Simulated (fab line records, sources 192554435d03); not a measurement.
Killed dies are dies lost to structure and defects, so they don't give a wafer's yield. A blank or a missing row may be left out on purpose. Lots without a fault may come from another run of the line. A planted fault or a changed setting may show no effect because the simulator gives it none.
fab line records | flow n5_finfet
record lots=5 wafers=15 last_day=17
route steps=1938 shown SD_EPI_N@280 BEOL_M4@1111
lots that met no fault: from a run of the same line without faults
start_h: hours from the record's first day to the start of the lot's first wafer shown | wait_h: hours since the lot's step before | " the same as in the row above | L1.1+2: a row that stands for several wafers | - no value, or no start given | * or withheld: withheld | < > ~ a bound
route shown NAME@n: a module of which the file shows steps, and the number in the route of the first | usual: mean/standard deviation of fault-free wafers | same: alike in all rows | chamber/n: place in a boat | sites: the reading at each site | _std_site: their standard deviation | _edge_site: outer sites' mean less inner sites' | radius_mm: how far each site lies from the wafer's centre | mask NAME#n: copy n | behind: the tool/chamber that last shaped the wafer | hold: why the lot was held/for how many hours/how that ended | device: the transistor (n, p or np) that didn't switch | end of line: the same wafers' tests at the end of the route | a step without rows: its recipe alone | killed: dies lost to structure and defects at the first sort, not the wafer's yield | map: a wafer's dies, x killed, . not, _ none there
set.NAME: the setting as run; set.NAME@STEP: as run at that earlier step | model.NAME: the simulator's own value behind a step, which no gauge read
lots at some steps of the route; a table a step, a row a wafer
services: from which hour (start_h, from the record's first day; less than 0 if before it) a tool's chamber was out of use, for how many hours, and why
## steps
# step N5_SD_EPI_N_STRIP_47
# recipe chemistry=CHF3/O2 resist=SiARC rf_frequency_hz=6e+07
# step N5_SD_EPI_N_SD_RECESS_17
# recipe chemistry=HBr/Cl2/O2 target_depth_a=410 mask_material=SOC time_s=23.7 bt_time_s=3 pressure_mtorr=10 icp_w=800 bias_w=112 HBr_flow_sccm=150 Cl2_flow_sccm=80 O2_flow_sccm=12
# usual chamber_pressure_mTorr=9.999/0.0098 drypump_motor_current_A=5.5/0.4 mfc_cl2_sccm=79.98/0.25 oes_product_au=1.001/0.019 throttle_valve_pct=36.98/0.24
# columns lot.wafer tool chamber start_h wait_h chamber_pressure_mTorr drypump_motor_current_A mfc_cl2_sccm oes_product_au rf_hours_counter_h throttle_valve_pct
L947.2 rie_si-06 0 79.12 0.0 10.002 5.3 79.95 0.997 12 37.23
L947.5 " 1 " " 10.013 5.4 79.50 1.008 - 36.81
L947.6 " 0 " " 9.994 5.3 79.92 1.000 - 37.21
L959.1 rie_si-05 3 150.42 0.0 10.000 5.0 79.66 1.016 1 37.33
L959.4 " 1 " " 10.001 5.2 80.24 0.995 64 37.20
L959.6 " 2 " " 9.998 5.7 79.95 0.973 - 36.93
L960.1 rie_si-03 1 157.99 0.0 10.000 5.8 79.90 1.020 123 37.31
L960.2 " 3 " " 10.001 5.2 79.72 0.997 85 36.98
L960.3 " 0 " " 9.986 5.2 80.20 0.997 161 36.73
L962.2 rie_si-06 1 169.72 0.0 10.016 5.4 80.11 1.007 67 36.81
L962.3 " 2 " " 9.994 5.0 80.01 0.961 73 37.11
L962.5 " 1 " " 9.987 5.4 79.85 1.009 - 36.81
L965.1 rie_si-03 3 187.80 0.0 10.004 5.2 79.71 1.011 86 36.99
L965.2 " 0 " " 9.997 5.2 80.10 0.998 161 36.73
L965.5 " 2 " " 9.999 5.3 79.69 1.041 - 36.73
# step N5_SD_EPI_N_STRIP_38
# recipe chemistry=N2/H2 power_w=1000 temp_c=250 h2_frac=0.65 overash_fraction=0.3 pressure_mtorr=withheld n2_flow_sccm=1750 h2_flow_sccm=3250
# usual drypump_motor_current_A=5.5/0.54 heater_power_w=351/55 n2_flow_sccm=1750/5.6 oes_product_au=0.763/0.012
# columns lot.wafer tool chamber start_h wait_h drypump_motor_current_A heater_power_w n2_flow_sccm oes_product_au rf_hours_counter_h
L947.2 plasma_asher-01 0 79.21 0.1 5.1 342 1746 0.759 84
L947.5 " 1 " " 6.5 274 1749 0.761 -
L947.6 " 0 " " 5.1 346 1761 0.770 -
L959.1 plasma_asher-02 0 150.52 0.1 5.5 339 1743 0.754 49
L959.4 " 1 " " 5.1 419 1759 0.776 -
L959.6 " 1 " " 5.1 422 1753 0.774 -
L960.1 plasma_asher-02 1 158.09 0.1 5.1 426 1756 0.759 51
L960.2 " 0 " " 5.5 330 1746 0.763 51
L960.3 " 0 " " 5.5 334 1750 0.756 -
L962.2 plasma_asher-01 0 169.81 0.1 5.1 329 1746 0.772 104
L962.3 " 1 " " 6.5 268 1755 0.787 -
L962.5 " 1 " " 6.5 273 1751 0.754 -
L965.1 plasma_asher-02 0 187.90 0.1 5.5 346 1742 0.763 58
L965.2 " 1 " " 5.1 429 1748 0.737 58
L965.5 " 0 " " 5.5 335 1749 0.776 -
# step N5_SD_EPI_N_WET_ETCH_43
# recipe chemistry=dHF dilution=withheld time_s=14 target=SiO2 target_depth_a=15 temp_c=25
# step N5_SD_EPI_N_STRIP_18
# recipe chemistry=SPM time_s=750 temp_c=130 h2so4_h2o2_vol_ratio=4
# step N5_SD_EPI_N_SRD_20
# recipe dry=ipa_marangoni do_ppb=5 time_s=30 temp_c=23 rinse_liquid=diw
# step N5_SD_EPI_N_PRECLEAN_48
# recipe chemistry=NF3:NH3 afs_cycles=2 temp_c=30 time_s=20 sublimation_temp_c=180 sublimation_time_s=60 pressure_torr=3 rf_power_w=30
# step N5_SD_EPI_N_VAPOR_ETCH_50
# recipe chemistry=HCl target=Si temp_c=775 time_s=54 pressure_torr=20 mode=isotropic
# usual throttle_valve_pct=11.6/0.34
# columns lot.wafer tool chamber start_h wait_h throttle_valve_pct
L947.2 epi_rpcvd-02 0 80.32 0.4 11.5
L947.5 " 0 " " 11.5
L947.6 " 0 " " 11.6
L959.1 epi_rpcvd-02 0 151.51 0.5 11.5
L959.4 " 0 " " 11.8
L959.6 " 0 " " 11.8
L960.1 epi_rpcvd-04 0 158.80 0.3 12.1
L960.2 " 0 " " 11.8
L960.3 " 0 " " 12.1
L962.2 epi_rpcvd-04 0 170.55 0.3 12.0
L962.3 " 0 " " 11.8
L962.5 " 0 " " 12.0
L965.1 epi_rpcvd-01 0 188.61 0.3 11.5
L965.2 " 0 " " 11.2
L965.5 " 0 " " 11.2
# step N5_SD_EPI_N_EPI_21
# recipe material=Si:P dopant=P temp_c=680 pressure_torr=255 time_s=690
# step N5_SD_EPI_N_EPI_MEAS_23
# recipe mode=xrd
# usual thk_nm=58.9/1.2
# columns lot.wafer tool chamber start_h wait_h thk_nm
L947.2 film_metro-02 - 82.80 1.5 60.9
L947.5 " - " " 58.2
L947.6 " - " " 56.9
L959.1 film_metro-02 - 154.86 2.5 58.7
L959.4 " - " " 58.0
L959.6 " - " " 59.7
L960.1 film_metro-01 - 160.69 1.4 59.1
L960.2 " - " " 58.2
L960.3 " - " " 57.4
L962.2 film_metro-01 - 172.42 1.2 59.2
L962.3 " - " " 57.8
L962.5 " - " " 60.6
L965.1 film_metro-02 - 190.51 1.4 57.9
L965.2 " - " " 57.1
L965.5 " - " " 59.9
# step N5_SD_EPI_N_PRECLEAN_24
# recipe chemistry=O3/DIW time_s=60 temp_c=22 o3_ppm=10
# step N5_SD_EPI_N_SRD_25
# recipe time_s=30 temp_c=23 rinse_liquid=diw dry=ipa_marangoni
# step N5_SD_EPI_N_PRECLEAN_49
# recipe chemistry=NF3:NH3 afs_cycles=1 temp_c=30 time_s=20 sublimation_temp_c=180 sublimation_time_s=60 pressure_torr=3 rf_power_w=30
# usual time_s=20/0
# columns lot.wafer tool chamber start_h wait_h time_s
L947.2 remote_plasma-01 0 82.93 0.1 20
L947.5 " 0 " " 17.518
L947.6 " 0 " " 17.518
L959.1 remote_plasma-01 1 154.96 0.0 20
L959.4 " 1 " " 20
L959.6 " 1 " " 20
L960.1 remote_plasma-02 0 160.80 0.0 20
L960.2 " 0 " " 20
L960.3 " 0 " " 20
L962.2 remote_plasma-01 1 172.55 0.1 20
L962.3 " 1 " " 20
L962.5 " 1 " " 20
L965.1 remote_plasma-01 0 190.61 0.0 20
L965.2 " 0 " " 20
L965.5 " 0 " " 20
# step N5_SD_EPI_N_LINER_46
# recipe material=SiNx target_thk_a=30 temp_c=400 ald_precursor_family=SiH2I2 ald_co_reactant=N2/H2-plasma pressure_torr=2
# usual heater_power_w=832/74
# columns lot.wafer tool chamber start_h wait_h heater_power_w
L947.2 ald_sin-01 0 83.25 0.3 750
L947.5 " 0 " " 756
L947.6 " 3 " " 741
L959.1 ald_sin-02 3 155.65 0.7 822
L959.4 " 2 " " 817
L959.6 " 0 " " 811
L960.1 ald_sin-02 0 161.71 0.9 809
L960.2 " 2 " " 822
L960.3 " 1 " " 899
L962.2 ald_sin-01 0 173.18 0.6 768
L962.3 " 3 " " 744
L962.5 " 0 " " 754
L965.1 ald_sin-03 0 190.85 0.2 863
L965.2 " 3 " " 742
L965.5 " 1 " " 913
# step N5_BEOL_M4_RC_MEAS_101
# usual DIBL_N=35.9/1.9 DIBL_P=35.8/2.4 IOFF_N=0.15/0.031 IOFF_P=0.21/0.037 ION_N=672/13 ION_P=462/8.3 SS_N=71.5/0.72 SS_P=73.2/0.67 VT_N=250/3.4 VT_P=-250/3.4
# columns lot.wafer tool chamber start_h wait_h DIBL_N[mV/V] DIBL_P[mV/V] IOFF_N[nA/um] IOFF_P[nA/um] ION_N[uA/um] ION_P[uA/um] SS_N[mV/dec] SS_P[mV/dec] VT_N[mV] VT_P[mV]
L947.2 prober-01 0 203.27 0.2 34.0 35.1 0.14 0.18 661 452 71.2 73.4 248 -252
L947.5 " 0 " " 31.8 31.8 0.11 0.14 660 452 70.7 72.2 254 -253
L947.6 " 0 " " 35.0 36.4 0.17 0.20 681 467 71.4 73.0 245 -251
L959.1 prober-02 0 260.98 0.0 39.3 38.9 0.20 0.26 675 465 72.4 74.0 245 -247
L959.4 " 0 " " 38.9 37.3 0.19 0.23 681 461 73.0 74.1 247 -250
L959.6 " 0 " " 37.5 36.9 0.16 0.23 676 470 72.7 74.3 249 -248
L960.1 prober-01 0 286.81 0.0 36.6 36.6 0.16 0.20 692 476 71.8 73.1 249 -251
L960.2 " 0 " " 39.5 39.0 0.20 0.24 691 469 72.5 74.2 249 -248
L960.3 " 0 " " 37.1 36.9 0.15 0.21 673 461 71.7 73.8 251 -250
L962.2 prober-01 0 295.96 0.2 35.3 34.8 0.16 0.20 683 466 70.5 72.8 247 -248
L962.3 " 0 " " 32.0 31.7 0.10 0.16 664 462 69.9 71.9 256 -253
L962.5 " 0 " " 33.2 32.1 0.12 0.17 672 469 69.5 72.0 253 -249
L965.1 prober-02 0 313.58 0.0 34.6 33.2 0.13 0.19 672 468 70.9 72.1 253 -247
L965.2 " 0 " " 33.2 31.9 0.11 0.18 656 461 71.2 71.9 255 -248
L965.5 " 0 " " 34.8 33.0 0.13 0.19 670 464 70.8 72.3 255 -250
## services
# columns tool chamber start_h hours kind
ald_sin-03 0 59.40 2.7 repair
ald_sin-01 1 73.24 10.1 repair
rie_si-05 0 74.62 4.3 repair
ald_sin-02 - 85.25 14.0 pm
ald_sin-02 0 85.25 14.0 vent_cycle
ald_sin-02 1 85.25 14.0 vent_cycle
ald_sin-02 2 85.25 14.0 vent_cycle
ald_sin-02 3 85.25 14.0 vent_cycle
rie_si-03 - 98.94 0.1 repair
ald_sin-02 0 99.25 - clean
ald_sin-02 1 99.25 - clean
ald_sin-02 2 99.25 - clean
plasma_asher-02 - 120.23 10.0 pm
rie_si-03 1 120.34 4.1 repair
remote_plasma-02 - 135.55 0.4 repair
ald_sin-02 1 145.62 15.5 repair
rie_si-03 - 146.98 0.6 repair
ald_sin-03 - 154.15 14.6 pm
ald_sin-01 3 161.83 3.1 repair
epi_rpcvd-02 - 164.53 3.5 repair
plasma_asher-01 - 171.54 10.0 pm
ald_sin-02 - 171.60 0.4 repair
epi_rpcvd-04 - 182.95 0.6 repair
rie_si-06 - 184.18 2.8 pm
## key
first_sign step=N5_SD_EPI_N_PRECLEAN_49 reading=time_s direction=down sigmas=99+ usual=* struck=*
effect none on later readings
met_at N5_SD_EPI_N_PRECLEAN_49
struck_wafers L947.5,L947.6
fault kind=process_parameter_drift tool=remote_plasma-01 chamber=- onset_h=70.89 steps=N5_SD_EPI_N_PRECLEAN_49 channel=time_s offset=* shape=step end_h=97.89 scope=struck_wafers_only acts_in=* stated=*
